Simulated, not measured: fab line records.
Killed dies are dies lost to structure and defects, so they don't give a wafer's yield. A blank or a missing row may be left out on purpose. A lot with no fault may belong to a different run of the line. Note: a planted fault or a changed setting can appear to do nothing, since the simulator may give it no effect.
Problem report, 8D (eight disciplines) form, completed by code	flow nand harc	the parts of the form that need people (team, actions taken, sign-off) are left out

## 1. PROBLEM STATEMENT
At NHARC_A_ONON_D1_THK_MEAS_11, thk nm averages 1514 nm over 4 wafers from 2 lots, while fault-free wafers read 998 nm, standard deviation 13. That puts it +40 standard deviations away from the usual mean.
The step: measures by ellipsometry.
First seen on wafer L421.5, day 9 21:57, on film metro-02. Wafers with a number at this step in the record: 39, from 13 lots. By rule, "out" or "out of limits" means more than 4 standard deviations away from the usual mean. The rest of the wafers with a number are treated as sound.

## 2. WHAT IT IS, WHAT IT ISN'T
question	is	is not
which readings at this step	thk nm	-
which lots	L421, L423	L413, L414, L415, L417, L429, L430, L431, L433, L434, L435, L436
which wafers of those lots	L421.5, L421.6, L423.3, L423.6	L421.2, L423.1
read on which gauges	film metro-01, film metro-02	-
when	from day 9 21:57	up to then (13 sound wafers); but 22 sound wafers of L423, L429, L430, L431, L433, L434, L435, L436 came after

## 3. THE SUSPECTS, EACH WITH WHAT RULES IT OUT
Counting: any tool at a process step up to the reading remains a suspect provided it ran every lot that is out. Sound lots after the first of them don't rule it out here, since some wafers of a struck lot are sound.
- the gauge at NHARC_A_ONON_D1_THK_MEAS_11 is ruled out. 2 gauges (film metro-01, film metro-02) read the wafers that are out.
- rie diel-12 at NHARC_P_BONDPAD_ETCH_12 (etches the open film in CHF3/O2, target depth 200 nm, time 100 s): kept. It processed each lot that is out (first: L421, day 8 19:47); up to then, its last sound lot is L415 (day 7 00:17). With no start given for some of its lots, NHARC_P_BONDPAD_ETCH_12 uses the hours and lot order of NHARC_P_BONDPAD_ANNEAL_28.
- pecvd onon-02 at NHARC_A_ONON_D1_DEP_09 (target thk 1000 nm): kept. It processed each lot that is out (first: L421, day 9 21:30); up to then, its last sound lot is L417 (day 8 16:55).
Remaining after the count are rie diel-12 at NHARC_P_BONDPAD_ETCH_12 and pecvd onon-02 at NHARC_A_ONON_D1_DEP_09.

## 4. THE CAUSE (what the simulator had put in)
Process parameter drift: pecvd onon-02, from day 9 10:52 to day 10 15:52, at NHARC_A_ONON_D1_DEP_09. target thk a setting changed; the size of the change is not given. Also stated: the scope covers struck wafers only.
Counting leaves 2 suspects; this tool is one of them.

## 5. THE CHAIN OF EFFECTS, in route order
Rows list readings where the struck wafers' mean (over those with a number) sits beyond 3 standard deviations from the usual. Readings are gone through only where the record gives a usual standard deviation; hours: the median, over the lots, of the time from a lot's start at the first step in this table giving one to that lot's start at this step; sigmas: the change measured in usual standard deviations.
hours	step	reading	usual	on struck wafers	change	sigmas
0	NHARC_A_ONON_D1_THK_MEAS_11	thk nm	998 nm	1514	+516	+40
295	NHARC_END_SORT_01	killed at array	29	673	+644	+59
295	NHARC_END_SORT_01	killed dies	33	677	+644	+54

## 6. HOW IT WOULD HAVE BEEN CAUGHT EARLIER
11 hours passed between the start of the fault at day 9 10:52 and the first reading out of limits at a measuring or inspecting step in this record, taken at day 9 21:57.
Among the 2 lots that are out, L423 began NHARC_A_ONON_D1_DEP_09 on pecvd onon-02 after day 9 21:57. Putting the tool on hold at that point would have spared it.
